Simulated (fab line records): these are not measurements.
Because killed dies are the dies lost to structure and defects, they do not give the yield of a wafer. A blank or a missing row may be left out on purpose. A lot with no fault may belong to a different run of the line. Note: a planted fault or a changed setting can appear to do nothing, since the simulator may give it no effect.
One fault seen from 2 desks	flow n5_finfet	numbers are kept per desk, each desk with only its own; the story behind them comes last

FOR THE TOOL OWNER'S DESK: pecvd-03
The tool's own readings at N5_SDB_HM_DEP_00 (deposits SiNx from SiH4/NH3/N2, target thk 40 nm, time 35.3 s): means of the sampled wafers that have a number, for each lot that ran on this tool. If a lot's mean is further than 4 standard deviations from the usual mean, the lot is out of limits and carries the mark OUT (the distance appears in the brackets).
Columns: A = chamber_pressure_Torr at N5_SDB_HM_DEP_00, usual 1.500 Torr; B = heater_power_w at N5_SDB_HM_DEP_00, usual 784 W; C = showerhead_plenum_p_Torr at N5_SDB_HM_DEP_00, usual 5.15 Torr; D = throttle_valve_pct at N5_SDB_HM_DEP_00, usual 40.1 %
lot	first seen here	A	B	C	D
L122	day 4 04:22	1.495	751	5.20	40.1
L133	day 7 05:42	1.503	760	5.17	40.0
L134	day 7 09:25	1.499	742	5.18	40.0
Finding of this desk: none of the 3 lots has anything out of limits.

THE METROLOGY DESK
Means of the sampled wafers that have a number, per lot and without regard to the tool the lot ran on: this is what the gauges read. If a lot's mean is further than 4 standard deviations from the usual mean, the lot is out of limits and carries the mark OUT (the distance appears in the brackets). Shown here are 7 of its 10 readings, the ones lying furthest out on some lot.
Columns: A = DIBL_N at N5_BEOL_M4_RC_MEAS_101, usual 36.9 mV/V; B = IOFF_N at N5_BEOL_M4_RC_MEAS_101, usual 0.17 nA/um; C = ION_N at N5_BEOL_M4_RC_MEAS_101, usual 673 uA/um; D = SS_N at N5_BEOL_M4_RC_MEAS_101, usual 71.8 mV/dec; E = SS_P at N5_BEOL_M4_RC_MEAS_101, usual 73.6 mV/dec; F = VT_N at N5_BEOL_M4_RC_MEAS_101, usual 250 mV; G = VT_P at N5_BEOL_M4_RC_MEAS_101, usual -249.7 mV
lot	first seen here	A	B	C	D	E	F	G
L122	day 8 12:55	35.8	0.16	667	71.9	73.0	251	-250.3
L133	day 11 11:01	37.5	0.15	666	72.0	73.7	254	-251.3
L134	day 11 17:39	37.8	0.17	670	71.3	73.7	251	-250.4
L139	day 12 19:58	37.7	0.20	680	72.3	74.1	247	-248.0
Finding of this desk: none of the 4 lots has anything out of limits.

BROUGHT TOGETHER
The desk of the tool owner found nothing out of limits.
From the metrology desk's view, nothing was out of limits.

WHAT THE SIMULATOR PUT IN
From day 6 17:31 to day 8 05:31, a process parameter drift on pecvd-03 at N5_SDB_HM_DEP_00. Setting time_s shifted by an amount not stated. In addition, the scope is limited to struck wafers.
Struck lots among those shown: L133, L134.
